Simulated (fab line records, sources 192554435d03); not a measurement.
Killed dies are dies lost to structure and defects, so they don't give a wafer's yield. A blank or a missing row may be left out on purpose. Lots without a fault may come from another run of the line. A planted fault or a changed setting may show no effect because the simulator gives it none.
A struck lot beside a sound one | flow n5_finfet | 40 steps out of a route of 1938
Sound: wafers L913.3, L913.4, L913.5. Struck: wafers L924.4, L924.6. (L924.5 of the same lot was not struck and is left out.) The cause comes at the end.
At each step with rows: each side's tool, then ch and its chambers, then its first start. Under that, the readings that differ: sound wafers | struck wafers | difference of the means | sigmas: that difference in standard deviations of wafers without a fault.
alike: readings whose means differ by less than 2 such deviations, and words and numbers that are the same on both sides. not compared: withheld readings, readings that some wafer has no value for, bounds like >300 that may hide the same value, and numbers for which the record gives no deviation and whose values overlap.
The two part at a step that has a row with sigmas, a row that says differs or no value, or rows on one side only. Numbers that don't overlap but have no deviation are shown without sigmas and don't part them. A reading that every wafer of one side lacks parts them only if that side has two wafers or more.

first, 7 steps without rows for these wafers: N5_BEOL_M0_SRD_111 (time 30 s); N5_BEOL_M0_DEGAS_112 (time 60 s); N5_BEOL_M0_PRE_CLEAN_113 (time 30 s); N5_BEOL_M0_ALD_136 (deposits TaN, pulse time 2 s, purge time 3 s, co reactant purge time 2 s); N5_BEOL_M0_SURFACE_TREAT_137; N5_BEOL_M0_CVD_115 (deposits Co from CCTBA/H2, time 120 s); N5_BEOL_M0_SPUTTER_116 (material Cu, target thk 4 nm, time 7.37 s).
N5_BEOL_M0_ANNEAL_117: time 60 s.
  sound on pvd_sputter-01, day 6 06:47; struck on pvd_sputter-03, day 8 22:07
  alike: heater_power_w, susceptor_temp_C_max
N5_BEOL_M0_SPUTTER_132: material Cu, target thk 4 nm, time 7.37 s.
  sound on pvd_sputter-01, day 6 06:49; struck on pvd_sputter-03, day 8 22:10
  alike: substrate_temp_c, throttle_valve_pct
then, 3 steps without rows for these wafers: N5_BEOL_M0_ANNEAL_133 (time 60 s); N5_BEOL_M0_SPUTTER_134 (material Cu, target thk 4 nm, time 7.37 s); N5_BEOL_M0_ANNEAL_135 (time 60 s).
N5_BEOL_M0_SPUTTER_141: material Cu, target thk 4 nm, time 7.37 s.
  sound on pvd_sputter-01, day 6 07:04; struck on pvd_sputter-03, day 8 22:24
  alike: substrate_temp_c, throttle_valve_pct
then, 7 steps without rows for these wafers: N5_BEOL_M0_ECD_118 (material Cu, target thk 300 nm); N5_BEOL_M0_ANNEAL_119 (time 90 s); N5_BEOL_M0_CMP_120 (polishes, stops on SiOC, t overpolish 6.9 s); N5_BEOL_M0_PRE_CLEAN_131 (time 15 s); N5_BEOL_M0_CO_CAP_123 (material Co, precursor CCTBA/H2, target thk 2 nm, time 102.1 s); N5_BEOL_M0_PRE_CLEAN_124 (time 15 s); N5_BEOL_M0_DEP_125 (deposits SiCN from 3MS/NH3, target thk 8 nm, time 14 s).
N5_BEOL_M0_RS_MEAS_126: measures by four-point-probe.
  sound on film_metro-01, day 6 08:13; struck on film_metro-02, day 8 23:31
  alike: M0_RS
then, 1 step without rows for these wafers: N5_BEOL_M1_ILD_DEP_00 (deposits SiOC from DEMS/O2, target thk 79 nm, time 15.3 s).
N5_BEOL_M1_THK_MEAS_01:
  sound on film_metro-01, day 6 08:21; struck on film_metro-01, day 8 23:39
  alike: M1_ILD_THK
N5_BEOL_M1_PECVD_72: deposits SiO2 from TEOS/O2, target thk 16 nm, time 18 s.
  sound on pecvd-04 ch 1,2, day 6 08:23; struck on pecvd-04 ch 0,2, day 8 23:42
  alike: heater_power_w, rf_fwd_power_W, showerhead_plenum_p_Torr, showerhead_vpp_V, throttle_valve_pct
N5_BEOL_M1_HM_DEP_02: deposits TiN, target thk 20 nm.
  sound on pvd_sputter-02, day 6 09:55; struck on pvd_sputter-01, day 9 02:35
  alike: substrate_temp_c, throttle_valve_pct
then, 9 steps without rows for these wafers: N5_BEOL_M1_COAT_61 (time 60 s, resist thk 60 nm); N5_BEOL_M1_COAT_62 (time 60 s, resist thk 12 nm); N5_BEOL_M1_COAT_73 (time 60 s, resist thk 5 nm); N5_BEOL_M1_COAT_05 (resist thk 30 nm); N5_BEOL_M1_EBR_07; N5_BEOL_M1_SOFTBAKE_06 (time 60 s); N5_BEOL_M1_EXPOSE_08 (exposes mask M1); N5_BEOL_M1_PEB_09 (peb time 60 s); N5_BEOL_M1_DEVELOP_10 (develop time 30 s).
N5_BEOL_M1_CD_MEAS_11: target cd 17.05 nm.
  sound on cd_sem-03 ch 0, day 6 10:19; struck on cd_sem-01 ch 0, day 9 02:59
  alike: cd_nm
N5_BEOL_M1_OVL_MEAS_12:
  sound on overlay-01 ch 0, day 6 10:21; struck on overlay-01 ch 0, day 9 03:01
  reading     | sound       | struck    | difference | sigmas
  M1_OVL (nm) | 1.0 0.9 0.3 | -1.2 -0.1 | -1.4       | -2
then, 2 steps without rows for these wafers: N5_BEOL_M1_DESCUM_16 (chemistry O2, time 7 s); N5_BEOL_M1_ETCH_74 (etches underlayer in N2/H2, target depth 6.5 nm, time 5.2 s).
N5_BEOL_M1_ETCH_63: etches SiARC in CF4, target depth 15.6 nm, time 26 s.
  sound on rie_diel-01 ch 1,2,3, day 6 10:42; struck on rie_diel-06 ch 0,3, day 9 03:09
  alike: drypump_motor_current_A, etch_rf_on_time_s, mfc_ar_sccm, oes_product_au, rf_fwd_power_W, rf_vpp_V, showerhead_plenum_p_Torr, throttle_valve_pct
  not compared: rf_hours_counter_h
-- the record jumps here: 7 days lie between the struck wafers' starts before and after (it left off in module BEOL_M1 and takes up again in module PASSIVATION, whose first step shown is number 1936 of the route) --
N5_PASSIVATION_PROBE_49:
  sound on prober-01, day 13 20:44; struck on prober-01, day 16 09:38
  reading                  | sound          | struck    | difference | sigmas
  defect_limited_yield (%) | 89.5 90.4 93.9 | 79.2 79.9 | -11.7      | -8
  killed_at_M0_to_M3       | 54 29 20       | 180 159   | +135       | +12
  killed_dies              | 124 113 72     | 246 237   | +138       | +8
  sort_bin_5_function (%)  | 6.4 5.0 4.0    | 12.7 11.9 | +7.2       | +8
  sort_n_pass              | 1056 1067 1108 | 934 943   | -138       | -8
  sort_yield_pct (%)       | 89.5 90.4 93.9 | 79.2 79.9 | -11.7      | -8
  alike: killed_at_M4_up, killed_at_contacts, killed_at_front_end, killed_at_other, killed_open, killed_short, sort_bin_4_leakage, sort_bin_6_memory

WHERE THEY PART
First at N5_BEOL_M1_OVL_MEAS_12; last, within this record, at N5_PASSIVATION_PROBE_49.

WHY: what the simulator had put in
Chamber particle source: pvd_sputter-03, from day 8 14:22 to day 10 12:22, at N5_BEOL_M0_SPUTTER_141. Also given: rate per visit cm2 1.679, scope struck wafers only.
